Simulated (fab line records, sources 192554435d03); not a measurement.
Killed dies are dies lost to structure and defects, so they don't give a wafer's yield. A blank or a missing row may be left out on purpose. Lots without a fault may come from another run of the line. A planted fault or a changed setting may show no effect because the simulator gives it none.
fab line records | flow n5_finfet
record lots=7 wafers=21
route steps=1938 shown BEOL_M14@1718 MIM_BOT_ETCH@1866
start_h: hours from the record's first day to the start of the lot's first wafer shown | wait_h: hours since the lot's step before | " the same as in the row above | L1.1+2: a row that stands for several wafers | - no value, or no start given | * or withheld: withheld | < > ~ a bound
route shown NAME@n: a module of which the file shows steps, and the number in the route of the first | usual: mean/standard deviation of fault-free wafers | same: alike in all rows | chamber/n: place in a boat | sites: the reading at each site | _std_site: their standard deviation | _edge_site: outer sites' mean less inner sites' | radius_mm: how far each site lies from the wafer's centre | mask NAME#n: copy n | behind: the tool/chamber that last shaped the wafer | hold: why the lot was held/for how many hours/how that ended | device: the transistor (n, p or np) that didn't switch | end of line: the same wafers' tests at the end of the route | a step without rows: its recipe alone | killed: dies lost to structure and defects at the first sort, not the wafer's yield | map: a wafer's dies, x killed, . not, _ none there
set.NAME: the setting as run; set.NAME@STEP: as run at that earlier step | model.NAME: the simulator's own value behind a step, which no gauge read
lots whose settings were changed on purpose; a table a step, a row a wafer
## steps
# step N5_BEOL_M14_COAT_58
# recipe resist=BARC temp_c=205 time_s=60 spin_rpm=1500 resist_thk_nm=89
# columns lot.wafer tool chamber start_h wait_h set.spin_rpm model.BARC_of_BEOL_M14_COAT_58.thk_nm
L084.3+4+5 litho_track-01 0 408.65 0.0 1500 89.2
L090.1 litho_track-05 0 420.21 0.0 1500 89
L090.2+5 " 0 " " 1500 89.2
L087.1+5 litho_track-05 0 438.38 0.0 1500 89.4
L087.6 " 0 " " 1450 90.6
L088.1 litho_track-02 0 438.95 0.0 1617 86
L088.4 " 0 " " 1500 89.4
L088.5 " 0 " " 1617 86.2
L096.3+5+6 litho_track-05 0 453.08 0.0 1500 89.2
L093.2 litho_track-05 0 464.83 0.0 1340 94.6
L093.4 " 0 " " 1500 89.4
L093.5 " 0 " " 1500 89
L095.1+5 litho_track-05 0 465.14 0.0 1500 89
L095.2 " 0 " " 1500 89.2
# step N5_BEOL_M14_COAT_04
# recipe spin_rpm=1704 resist_thk_nm=800
# step N5_BEOL_M14_EBR_06
# recipe solvent=PGMEA ebr_width_mm=1.5
# step N5_BEOL_M14_DESCUM_15
# recipe chemistry=O2 time_s=7.9 source_power_w=50 bias_power_w=20 pressure_mtorr=20 rf_frequency_hz=2.712e+07 temp_c=40 o2_flow_sccm=225
# step N5_BEOL_M14_ETCH_59
# recipe chemistry=N2/H2 target=BARC target_depth_a=890 overetch_a=267 time_s=67.9 ion_energy_ev=200 pressure_mtorr=30 source_w=840 bias_w=150 n2_flow_sccm=200 h2_flow_sccm=200
# columns lot.wafer tool chamber start_h wait_h set.spin_rpm@BEOL_M14_COAT_58 model.etch.depth_nm
L084.3 rie_diel-01 3 409.05 0.0 1500 89.25
L084.4 " 0 " " 1500 89.2
L084.5 " 1 " " 1500 89.22
L090.1 rie_diel-04 1 420.61 0.0 1500 88.9
L090.2 " 0 " " 1500 89.29
L090.5 " 1 " " 1500 89.16
L087.1 rie_diel-01 0 438.79 0.0 1500 89.41
L087.5 " 3 " " 1500 89.32
L087.6 " 1 " " 1450 90.64
L088.1 rie_diel-04 3 439.47 0.0 1617 86
L088.4 " 2 " " 1500 89.38
L088.5 " 1 " " 1617 86.17
L096.3 rie_diel-04 0 453.69 0.0 1500 89.15
L096.5 " 3 " " 1500 89.18
L096.6 " 2 " " 1500 89.13
L093.2 rie_diel-03 3 465.95 0.0 1340 94.61
L093.4 " 2 " " 1500 89.31
L093.5 " 0 " " 1500 88.92
L095.1 rie_diel-03 0 466.29 0.0 1500 88.94
L095.2 " 2 " " 1500 89.2
L095.5 " 3 " " 1500 88.95
# step N5_BEOL_M14_VIA_ETCH_16
# recipe chemistry=C4F8/O2/Ar target=SiO2 he_inner_torr=15 he_outer_torr=30 target_depth_a=12313 time_s=withheld ion_energy_ev=800 pressure_mtorr=20 source_w=1905 bias_w=2040 Ar_flow_sccm=400 C4F8_flow_sccm=16 O2_flow_sccm=12 ends=cleared
# columns lot.wafer tool chamber start_h wait_h set.time_s@BEOL_M14_ILD_DEP_00 model.etch.depth_nm model.coat_of_BEOL_M14_COAT_04.thk_nm
L084.3 rie_diel-01 3 409.10 0.0 * 1143 450.2
L084.4 " 0 " " * 1284 415.4
L084.5 " 1 " " * 1143 453.2
L090.1 rie_diel-04 1 420.66 0.0 * 1117 450.4
L090.2 " 0 " " * 1250 417.4
L090.5 " 1 " " * 1283 412.8
L087.1 rie_diel-01 0 438.84 0.0 * 1118 456.4
L087.5 " 3 " " * 1110 459.4
L087.6 " 1 " " * 1136 459.4
L088.1 rie_diel-04 3 439.52 0.0 * 992.5 488.4
L088.4 " 2 " " * 1105 464.4
L088.5 " 1 " " * 1122 455.4
L096.3 rie_diel-04 0 453.74 0.0 * 1132 447.4
L096.5 " 3 " " * 1131 456.8
L096.6 " 2 " " * 1119 462.6
L093.2 rie_diel-03 3 466.00 0.0 * 1184 455.8
L093.4 " 2 " " * 1200 438.6
L093.5 " 0 " " * 1124 445.4
L095.1 rie_diel-03 0 466.34 0.0 * 1123 444.2
L095.2 " 2 " " * 1091 461
L095.5 " 3 " " * 972.4 500.4
# step N5_MIM_BOT_ETCH_ETCH_04
# recipe chemistry=CF4/O2 target=SiNx target_depth_a=260 time_s=13 ion_energy_ev=100 pressure_mtorr=40 source_w=535 bias_w=49 Ar_flow_sccm=100 cf4_flow_sccm=100 O2_flow_sccm=10
# columns lot.wafer tool chamber start_h wait_h set.time_s model.etch.depth_nm
L084.3 rie_diel-03 1 426.98 0.0 13 26.04
L084.4 " 3 " " 15.11 28.93
L084.5 " 3 " " 15.11 28.96
L090.1 rie_diel-01 3 436.56 0.0 10.48 20.94
L090.2 " 0 " " 13 26.08
L090.5 " 1 " " 13 25.76
L087.1 rie_diel-01 0 458.74 0.0 10.74 21.55
L087.5 " 2 " " 13 25.21
L087.6 " 3 " " 10.74 21.27
L088.1 rie_diel-01 1 460.20 0.0 13 25.71
L088.4 " 2 " " 10.65 20.41
L088.5 " 3 " " 10.65 20.84
L096.3 rie_diel-01 3 469.85 0.0 13 25.41
L096.5 " 0 " " 13 25.96
L096.6 " 3 " " 13 25.71
L093.2 rie_diel-03 1 486.12 0.0 13 25.96
L093.4 " 2 " " 15.47 30.9
L093.5 " 1 " " 13 25.8
L095.1 rie_diel-04 0 486.53 0.0 14.53 29.22
L095.2+5 " 1 " " 13 26.51
# step N5_MIM_BOT_ETCH_ETCH_03
# recipe chemistry=Cl2/BCl3 target_depth_a=120 pressure_mtorr=8 icp_w=800 bias_w=100 Cl2_flow_sccm=20 bcl3_flow_sccm=80
# columns lot.wafer tool chamber start_h wait_h set.icp_w model.etch.depth_nm
L084.3 rie_metal-02 0 427.10 0.1 800 12.68
L084.4 " 1 " " 800 11.56
L084.5 " 1 " " 800 11.6
L090.1 rie_metal-02 0 436.64 0.1 763.3 12.09
L090.2 " 1 " " 763.3 11.15
L090.5 " 0 " " 800 12.56
L087.1 rie_metal-03 0 458.83 0.1 800 12.89
L087.5 " 0 " " 931.2 14.73
L087.6 " 1 " " 931.2 14.4
L088.1 rie_metal-03 0 460.29 0.1 800 12.92
L088.4 " 0 " " 800 12.89
L088.5 " 0 " " 800 12.88
L096.3 rie_metal-02 0 469.96 0.1 800 12.6
L096.5 " 1 " " 800 11.69
L096.6 " 0 " " 800 12.61
L093.2 rie_metal-03 1 486.21 0.1 800 12.6
L093.4 " 1 " " 675.6 10.92
L093.5 " 1 " " 675.6 10.91
L095.1 rie_metal-03 0 486.62 0.1 902 14.25
L095.2 " 1 " " 800 12.69
L095.5 " 1 " " 902 14.01
## key
split step=N5_BEOL_M14_COAT_58 setting=spin_rpm stated=1500 by=wafer
response step=N5_BEOL_M14_COAT_58 reading=model.BARC_of_BEOL_M14_COAT_58.thk_nm change=-0.47 per=1% r=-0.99
response step=N5_BEOL_M14_ETCH_59 reading=model.etch.depth_nm change=-0.477 per=1% r=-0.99
split step=N5_MIM_BOT_ETCH_ETCH_04 setting=time_s stated=13 by=wafer
response step=N5_MIM_BOT_ETCH_ETCH_04 reading=model.etch.depth_nm change=+0.243 per=1% r=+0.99
split step=N5_MIM_BOT_ETCH_ETCH_03 setting=icp_w stated=800 by=wafer
response step=N5_MIM_BOT_ETCH_ETCH_03 reading=model.etch.depth_nm change=+0.11 per=1% r=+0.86
split outside_this_file step=N5_BEOL_M14_ILD_DEP_00 setting=time_s
# split outside_this_file: this setting was split too, and the file shows its column; the key of that split is in another file
